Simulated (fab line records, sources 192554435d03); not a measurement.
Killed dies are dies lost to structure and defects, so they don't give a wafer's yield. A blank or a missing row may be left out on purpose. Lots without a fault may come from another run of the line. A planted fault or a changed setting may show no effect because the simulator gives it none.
Which tool did it? | flow n5_finfet | 7 lots, 21 wafers sampled, at 3 steps of a route of 1938

WHAT THE GAUGES READ, wafer by wafer
N5_PASSIVATION_OVL_MEAS_60.
lot  | measured     | on         | TV_OVL (nm)
L785 | day 12 21:46 | overlay-02 | -15 -6 -13
L787 | day 13 21:58 | overlay-02 | -10 -2 -9
L795 | day 14 23:35 | overlay-01 | - - -
L797 | day 15 16:43 | overlay-01 | -3 -3 -10
L801 | day 16 22:36 | overlay-02 | -12 -1 -10
L805 | day 17 10:20 | overlay-02 | -6 -11 -10
L806 | day 17 14:40 | overlay-02 | -20 -10 -10

WHICH TOOL RAN EACH LOT (tool, then ch and the chambers of the sampled wafers, then the start)
lot  | N5_MIM_BOT_ETCH_ETCH_04            | N5_PASSIVATION_DEVELOP_09
L785 | rie_diel-06 ch 0,1,3, day 12 16:40 | litho_track-05 ch 0, day 12 21:37
L787 | rie_diel-05 ch 1,2, day 13 11:14   | litho_track-02 ch 0, day 13 21:50
L795 | rie_diel-04 ch 0,1,2, day 14 22:13 | litho_track-02, day 14 23:26
L797 | rie_diel-04 ch 0,1,2, day 15 14:50 | litho_track-01 ch 0, day 15 16:34
L801 | rie_diel-05 ch 1,2,3, day 16 16:29 | litho_track-02 ch 0, day 16 22:27
L805 | rie_diel-05 ch 0,1,2, day 17 08:10 | litho_track-02 ch 0, day 17 10:11
L806 | rie_diel-04 ch 0,1, day 17 13:08   | litho_track-02 ch 0, day 17 14:31
- N5_MIM_BOT_ETCH_ETCH_04: etches SiNx in CF4/O2, target depth 26 nm, time 13 s.
- N5_PASSIVATION_DEVELOP_09: develop time 60 s.

THE ANSWER, worked out from the rows above alone
Rule: what is usual is taken from the lots themselves. Put in order of their means at a reading, lots are off if they are a third of the lots or fewer, leave a main group of 4 or more, and stand apart from it by a gap of 3 or more times the standard deviation of the main group's means; of several such gaps the widest counts. A main group whose means are all the same, to the digits that the tables above print for the reading, isn't used. A lot without any number at a reading at which 4 lots or more have one is off too. The other lots that the step has rows for count as sound.
Off: L795, at N5_PASSIVATION_OVL_MEAS_60 (TV_OVL). Without a number there: L795. The main group: mean -9 nm, standard deviation 2.7.
A tool fits if, at a process step before that reading, it ran every lot that is off, and no sound lot after the first of them. The gauges at N5_PASSIVATION_OVL_MEAS_60 are tried like those tools. None of those tried fits.

WHAT THE SIMULATOR HAD PUT IN
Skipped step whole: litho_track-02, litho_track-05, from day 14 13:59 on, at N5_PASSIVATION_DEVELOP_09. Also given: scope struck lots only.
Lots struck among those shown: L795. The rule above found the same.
